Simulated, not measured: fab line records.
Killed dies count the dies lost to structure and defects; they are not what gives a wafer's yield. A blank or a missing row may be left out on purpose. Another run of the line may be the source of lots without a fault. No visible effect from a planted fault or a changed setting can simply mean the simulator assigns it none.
Matching of chambers | flow n5-finfet | rie-diel-02 running N5_HKMG_FIN_ETCH_67: 4 sister chambers
The step etches SOC in N2/H2, stops on TiN, target depth 388.9 nm. 16 wafers are shown with their chamber, then 8 later ones without.

## WAFERS WITH THEIR CHAMBER
wafer  | chamber | showerhead-plenum-p-Torr (Torr) | throttle-valve-pct (%) | drypump-motor-current-A (A)
L075.2 | 2       | 2.50                            | 17.61                  | 5.9
L075.3 | 0       | 2.42                            | 17.55                  | 5.8
L075.6 | 2       | 2.50                            | 17.61                  | 5.9
L078.2 | 0       | 2.42                            | 17.53                  | 5.8
L078.3 | 1       | 2.58                            | 17.64                  | 6.3
L078.5 | 1       | 2.58                            | 17.64                  | 6.3
L079.1 | 0       | 2.42                            | 17.55                  | 5.8
L079.5 | 3       | 2.50                            | 18.19                  | 6.8
L079.6 | 2       | 2.49                            | 17.62                  | 5.9
L080.1 | 2       | 2.49                            | 17.61                  | 5.8
L080.3 | 1       | 2.58                            | 17.63                  | 6.4
L080.5 | 2       | 2.49                            | 17.60                  | 5.9
L083.1 | 0       | 2.42                            | 17.56                  | 5.8
L083.5 | 3       | 2.50                            | 18.19                  | 6.8
L083.6 | 0       | 2.42                            | 17.56                  | 5.8
L084.3 | 0       | 2.42                            | 17.57                  | 5.8

SIGNATURES, as means of the wafers listed above
reading                  | chamber 0 | chamber 1 | chamber 2 | chamber 3 | scatter within a chamber
showerhead-plenum-p-Torr | 2.4200    | 2.5800    | 2.4940    | 2.5000    | 0.00316
throttle-valve-pct       | 17.5533   | 17.6367   | 17.6100   | 18.1900   | 0.01
drypump-motor-current-A  | 5.800     | 6.333     | 5.880     | 6.800     | 0.035
Rule: distance of a wafer from a chamber = root of the sum over the readings of ((wafer's reading minus chamber's mean) / reading's scatter) squared. If the next closest chamber is less than 2 further off than the closest, the wafer can't be placed; otherwise it belongs to the closest. The scatter is the square root of a quotient: the sum, over the shown wafers, of each reading's squared deviation from its chamber's mean, divided by wafers minus chambers.

## WAFERS WITHOUT THEIR CHAMBER
wafer  | showerhead-plenum-p-Torr (Torr) | throttle-valve-pct (%) | drypump-motor-current-A (A)
L084.4 | 2.49                            | 17.64                  | 5.9
L084.6 | 2.42                            | 17.58                  | 5.8
L087.2 | 2.49                            | 18.21                  | 6.8
L087.5 | 2.41                            | 17.57                  | 5.8
L087.6 | 2.49                            | 18.21                  | 6.8
L094.2 | 2.49                            | 18.24                  | 6.8
L094.3 | 2.41                            | 17.62                  | 5.8
L094.6 | 2.41                            | 17.60                  | 5.8

## CHAMBER TAKEN BY EACH
wafer  | from the rows above | in truth
L084.4 | 2                   | 2
L084.6 | 0                   | 0
L087.2 | 3                   | 3
L087.5 | 0                   | 0
L087.6 | 3                   | 3
L094.2 | 3                   | 3
L094.3 | 0                   | 0
L094.6 | 0                   | 0
Correct placement for 8 of the 8. Can't be placed from these rows: 0. Wrongly placed: 0.
